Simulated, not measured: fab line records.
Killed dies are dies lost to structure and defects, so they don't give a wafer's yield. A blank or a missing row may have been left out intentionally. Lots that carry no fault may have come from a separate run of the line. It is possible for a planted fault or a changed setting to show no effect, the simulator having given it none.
fab line records	flow n5-finfet
[record] lots = 12	wafers = 35	last-day = 19
route steps=1938 shown BEOL_M3@984 PASS1_DEP@1831 MIM_TOP@1838 TV_LITHO@1884 PASSIVATION@1936
lots that met no fault: from a run of the same line without faults
start-h: start of the lot's first displayed wafer, in hours after the record's first day	wait-h: hours elapsed since this lot's preceding step	" same as the row above	L1.1+2: a single row standing in for several wafers	- no value, or no start was given	* or withheld: withheld	< > ~ a bound
route shown NAME@n: a module of which the file shows steps, and the number in the route of the first	usual: the fault-free wafers' mean and standard deviation	same: alike in all rows	chamber/n: place in a boat	sites: per-site readings	_std_site: the values' standard deviation	_edge_site: outer sites' mean less inner sites'	radius-mm: for every site, how far away it sits from the centre of the wafer	mask NAME#n: copy n	behind: tool/chamber where the wafer was last shaped	hold: why the lot was held/for how many hours/how that ended	device: which transistor (n, p or np) failed to switch	end of line: tests of these same wafers at the route's end	step lacking rows: just its recipe	killed: dies that structure and defects cost at the first sort, which is not the same as the wafer's yield	map: dies across one wafer; x = killed, . = not, _ = none there
set.NAME: the setting as run; set.NAME@STEP: as run at that earlier step	model.NAME: the simulator's own value behind a step, which no gauge read
a sample of lots followed through the steps of the route, with each step as a table and each wafer as a row
services: a tool's chamber out of use, with start hour (start-h, from the record's first day; less than 0 if before it), hours out, and reason
[[steps]]
[step N5_BEOL_M3_HM_STRIP_39]
[recipe] chemistry = peroxide-tin-strip	material = TiN	target-depth-a = 250	temp-c = 50	time-s = 158
lot.wafer	tool	chamber	start-h	wait-h
L880.3+5+6	wet-bench-04	7,1,3	158.48	0.0
L881.2+3+5	wet-bench-04	4,7,6	160.64	0.0
L882.1+2+6	wet-bench-04	6,3,5	170.03	0.0
L884.1+3+4	wet-bench-04	5,0,7	190.02	0.0
L885.1+3+6	wet-bench-01	1,7,4	218.14	0.0
L886.5+6	wet-bench-02	0,6	218.33	0.0
L895.1+3+6	wet-bench-02	4,2,3	267.42	0.0
L894.3+5+6	wet-bench-02	6,0,2	267.90	0.0
L898.2+3+6	wet-bench-04	7,3,1	276.32	0.0
L899.1+3+5	wet-bench-04	5,6,0	283.42	0.0
L900.1+2+5	wet-bench-01	5,4,6	305.28	0.0
L902.1+3+4	wet-bench-04	5,7,4	314.84	0.0
[step N5_PASSIVATION_PECVD_00]
[recipe] material = SiO2	target-thk-a = 2000	temp-c = 400	precursor = SiH4/N2O	pressure-torr = 2.7	rf-w = 608	time-s = 11.2
[usual] heater-power-w = 636/67	rf-fwd-power-W = 601.2/2.3	showerhead-plenum-p-Torr = 8.18/0.11	throttle-valve-pct = 53.5/2.1
lot.wafer	tool	chamber	start-h	wait-h	heater-power-w	rf-fwd-power-W	showerhead-plenum-p-Torr	throttle-valve-pct
L880.3	pecvd-03	2	291.24	0.5	586	597.2	8.19	51.1
L880.5	"	1	"	"	604	602.1	8.17	56.7
L880.6	"	0	"	"	544	600.2	8.17	53.0
L881.2	pecvd-04	0	299.82	0.7	527	600.9	8.27	55.8
L881.3	"	1	"	"	669	599.6	8.29	53.2
L881.5	"	0	"	"	540	600.3	8.31	55.4
L882.1	pecvd-01	2	303.20	0.8	675	600.8	7.99	51.9
L882.2	"	0	"	"	644	604.0	8.13	55.9
L882.6	"	1	"	"	747	603.4	8.28	52.3
L884.1	pecvd-03	1	318.78	0.8	686	596.7	8.15	56.7
L884.3	"	0	"	"	680	601.8	8.16	53.1
L884.4	"	2	"	"	612	598.7	8.21	51.4
L886.5	pecvd-03	0	319.92	0.2	578	598.4	8.14	53.2
L886.6	"	2	"	"	584	598.2	8.19	50.8
L885.1	pecvd-03	0	322.99	0.8	632	598.6	8.15	53.1
L885.3	"	1	"	"	677	599.0	8.15	56.4
L885.6	"	2	"	"	603	601.9	8.21	50.9
L895.1	pecvd-03	1	377.51	0.8	564	597.8	8.15	56.5
L895.3	"	0	"	"	621	601.9	8.14	53.1
L895.6	"	2	"	"	494	596.7	8.19	51.5
L894.3	pecvd-04	2	382.23	0.5	718	602.9	8.01	49.8
L894.5	"	0	"	"	561	599.6	8.29	55.8
L894.6	"	2	"	"	729	604.1	8.01	50.3
L898.2	pecvd-04	0	389.99	0.7	590	601.7	8.29	56.0
L898.3	"	1	"	"	547	600.8	8.27	53.6
L898.6	"	0	"	"	594	598.3	8.28	55.7
L899.1	pecvd-04	2	413.70	0.8	697	604.9	8.02	50.1
L899.3	"	1	"	"	555	600.6	8.28	53.4
L899.5	"	1	"	"	563	602.6	8.29	53.3
L900.1	pecvd-04	2	426.64	0.8	764	603.9	8.00	50.3
L900.2	"	1	"	"	566	604.9	8.29	52.9
L900.5	"	2	"	"	604	606.8	8.02	50.2
L902.1	pecvd-04	0	443.99	0.8	567	602.4	8.29	55.8
L902.3	"	1	"	"	551	601.4	8.28	53.5
L902.4	"	0	"	"	577	601.5	8.29	55.5
[step N5_MIM_TOP_SPUTTER_03]
[recipe] material = TiN	target-thk-a = 350	temp-c = 200	power-w = 3000	chamber-pressure-pa = 0.49996	gas = Ar	reactive-partial-pa = 0.37997	time-s = 89.7
[usual] throttle-valve-pct = 30.1/0.94
lot.wafer	tool	chamber	start-h	wait-h	throttle-valve-pct
L880.3	pvd-sputter-02	-	293.62	0.0	29.9
L880.5	"	-	"	"	30.8
L880.6	"	-	"	"	31.3
L881.2	pvd-sputter-03	-	301.33	0.0	30.3
L881.3	"	-	"	"	31.1
L881.5	"	-	"	"	31.0
L882.1	pvd-sputter-03	-	305.31	0.0	30.2
L882.2	"	-	"	"	28.5
L882.6	"	-	"	"	30.2
L884.1	pvd-sputter-03	-	320.53	0.0	28.5
L884.3	"	-	"	"	30.1
L884.4	"	-	"	"	30.9
L886.5	pvd-sputter-01	-	323.76	0.0	28.7
L886.6	"	-	"	"	29.9
L885.1	pvd-sputter-03	-	325.53	0.0	29.9
L885.3	"	-	"	"	28.4
L885.6	"	-	"	"	31.0
L895.1	pvd-sputter-02	-	379.97	0.0	29.5
L895.3	"	-	"	"	30.5
L895.6	"	-	"	"	31.2
L894.3	pvd-sputter-01	-	384.96	0.0	31.9
L894.5	"	-	"	"	30.4
L894.6	"	-	"	"	31.6
L898.2	pvd-sputter-02	-	392.05	0.0	29.6
L898.3	"	-	"	"	29.6
L898.6	"	-	"	"	29.6
L899.1	pvd-sputter-03	-	415.86	0.0	30.3
L899.3	"	-	"	"	28.3
L899.5	"	-	"	"	30.0
L900.1	pvd-sputter-01	-	428.58	0.0	32.1
L900.2	"	-	"	"	29.2
L900.5	"	-	"	"	30.0
L902.1	pvd-sputter-01	-	447.79	0.0	28.8
L902.3	"	-	"	"	31.9
L902.4	"	-	"	"	30.0
[step N5_PASSIVATION_OVL_MEAS_60]
[recipe] points-per-wafer = 44
[usual] TV_OVL = -5/5.3
lot.wafer	tool	chamber	start-h	wait-h	TV_OVL[nm]
L880.3	overlay-02	0	296.92	0.0	-8
L880.5	"	0	"	"	-13
L880.6	"	0	"	"	-8
L881.2	overlay-02	0	304.85	0.0	-3
L881.3	"	0	"	"	-1
L881.5	"	0	"	"	0
L882.1	overlay-02	0	310.13	0.0	6
L882.2	"	0	"	"	6
L882.6	"	0	"	"	5
L884.1	overlay-02	0	324.01	0.0	-5
L884.3	"	0	"	"	-8
L884.4	"	0	"	"	-3
L886.5	overlay-01	0	328.29	0.0	-3
L886.6	"	0	"	"	-3
L885.1	overlay-02	0	328.85	0.0	-6
L885.3	"	0	"	"	-4
L885.6	"	0	"	"	-8
L895.1	overlay-01	0	383.75	0.0	-3
L895.3	"	0	"	"	-3
L895.6	"	0	"	"	-6
L894.3	overlay-02	0	390.45	0.0	-6
L894.5	"	0	"	"	-1
L894.6	"	0	"	"	1
L898.2	overlay-01	0	397.24	0.0	-2
L898.3	"	0	"	"	-4
L898.6	"	0	"	"	1
L899.1	overlay-02	0	422.16	0.0	-2
L899.3	"	0	"	"	-9
L899.5	"	0	"	"	-9
L900.1	overlay-02	0	432.14	0.0	-6
L900.2	"	0	"	"	-4
L900.5	"	0	"	"	-2
L902.1	overlay-01	0	450.90	0.0	-5
L902.3	"	0	"	"	0
L902.4	"	0	"	"	-7
[step N5_PASSIVATION_PROBE_49]
[usual] defect-limited-yield = 91.6/1.4	killed_at_M0_to_M3 = 33/10	killed_at_M4_up = 13/5.3	killed-at-contacts = 13/5.9	killed-at-front-end = 36/12	killed-at-other = 4/3.1	killed-dies = 99/16	killed-on-rim = 13/4.2	killed-open = 65/13	killed-short = 32/7.3	sort_bin_5_function = 4.9/0.9	sort_bin_6_memory = 3.1/0.66	sort_bin_8_speed = 0.0/0.42	sort-n-pass = 1081/17	sort-yield-pct = 91.6/1.4
[same] gross-dies = 1180	killed-at-back-side = 0	sort_bin_4_leakage[%] = 0
lot.wafer	tool	chamber	start-h	wait-h	defect-limited-yield[%]	killed_at_M0_to_M3	killed_at_M4_up	killed-at-contacts	killed-at-front-end	killed-at-other	killed-dies	killed-on-rim	killed-open	killed-short	sort_bin_5_function[%]	sort_bin_6_memory[%]	sort_bin_8_speed[%]	sort-n-pass	sort-yield-pct[%]
L884.1	prober-01	-	331.51	0.0	79.7	131	16	14	73	6	240	24	76	49	13.0	5.7	0	940	79.7
L884.3	prober-01	-	331.61	0.1	88.1	33	8	28	56	15	140	15	99	39	6.9	4.5	0	1040	88.1
L884.4	prober-01	-	331.66	0.2	90.6	21	21	19	48	2	111	19	75	34	5.3	3.7	0	1069	90.6
// killed by level:class
L884.1 BEOL_M3:unspecified=112 FIN_SAQP:geometric-particle:short=22 FIN_SAQP:geometric-particle:open=14 MOL_CONTACT_COAG:geometric-particle:open=11 STI_FIN_REVEAL:geometric-particle:open=10 BEOL_M4:geometric-particle:open=10 DUMMY_GATE:geometric-particle:open=7 BEOL_M2:geometric-particle:open=4
L884.3 MOL_CONTACT_COAG:geometric-particle:open=20 DUMMY_GATE:geometric-particle:open=18 STI_FIN_REVEAL:geometric-particle:open=12 BEOL_M3:geometric-particle:open=9 MOL_CONTACT_COAG:geometric-particle:short=7 BEOL_M0_SAQP:geometric-particle:open=6 BEOL_M2:geometric-particle:open=5 STI_FIN_REVEAL:geometric-particle:short=4
L884.4 MOL_CONTACT_COAG:geometric-particle:open=13 STI_FIN_REVEAL:geometric-particle:open=12 FIN_SAQP:geometric-particle:open=9 FIN_SAQP:geometric-particle:short=8 MOL_CONTACT_COAG:geometric-particle:short=6 BEOL_M0_SAQP:geometric-particle:open=6 DUMMY_GATE:geometric-particle:open=5 BEOL_M2:geometric-particle:open=5
[[services]]
tool	chamber	start-h	hours	kind
pvd-sputter-01	-	143.59	5.2	repair
pecvd-03	-	162.43	2.2	repair
pecvd-04	1	196.95	5.5	scheduled-down
pecvd-04	-	203.08	1.3	repair
pecvd-01	2	215.87	20.5	repair
pecvd-03	1	223.73	6.0	repair
pecvd-03	2	234.72	9.0	repair
pecvd-01	2	236.42	-	clean
pecvd-04	0	256.02	5.2	repair
pecvd-04	2	301.00	2.5	repair
pecvd-04	1	322.83	2.1	scheduled-down
pecvd-03	2	328.58	2.1	scheduled-down
pecvd-01	-	366.19	2.0	repair
pecvd-03	-	366.60	2.4	repair
pecvd-03	0	385.04	4.2	repair
pecvd-04	2	398.05	4.6	repair
pecvd-04	0	398.56	2.1	scheduled-down
pvd-sputter-02	-	398.94	1.0	repair
pecvd-01	-	409.21	1.3	repair
pecvd-03	1	415.87	-	calibration
pecvd-03	0	421.44	5.5	scheduled-down
pecvd-03	1	426.90	2.1	scheduled-down
pvd-sputter-02	-	432.27	1.7	repair
pecvd-04	2	439.35	8.0	repair
[[key]]
[first-sign] step = N5_PASSIVATION_PROBE_49	reading = killed_at_M0_to_M3	direction = up	sigmas = 9.8	usual = 33	struck = 131
[effect] step = N5_PASSIVATION_PROBE_49	reading = defect-limited-yield	direction = down	sigmas = 8.6	usual = 91.6	struck = 79.7
[more-kills-born-at] N5_BEOL_M3_HM_STRIP_39@wet-bench-04 = 112
met-at N5_BEOL_M3_HM_STRIP_39
struck-lots L884
struck-wafers L884.1
not-acting-at N5_PASSIVATION_PECVD_00,N5_MIM_TOP_SPUTTER_03,N5_PASSIVATION_OVL_MEAS_60
onset-between 170.03 190.02
[fault] kind = chamber-particle-source	tool = wet-bench-04	chamber = 5	onset-h = 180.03	steps = N5_BEOL_M3_HM_STRIP_39	rate-per-visit-cm2 = 0.76144	end-h = 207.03
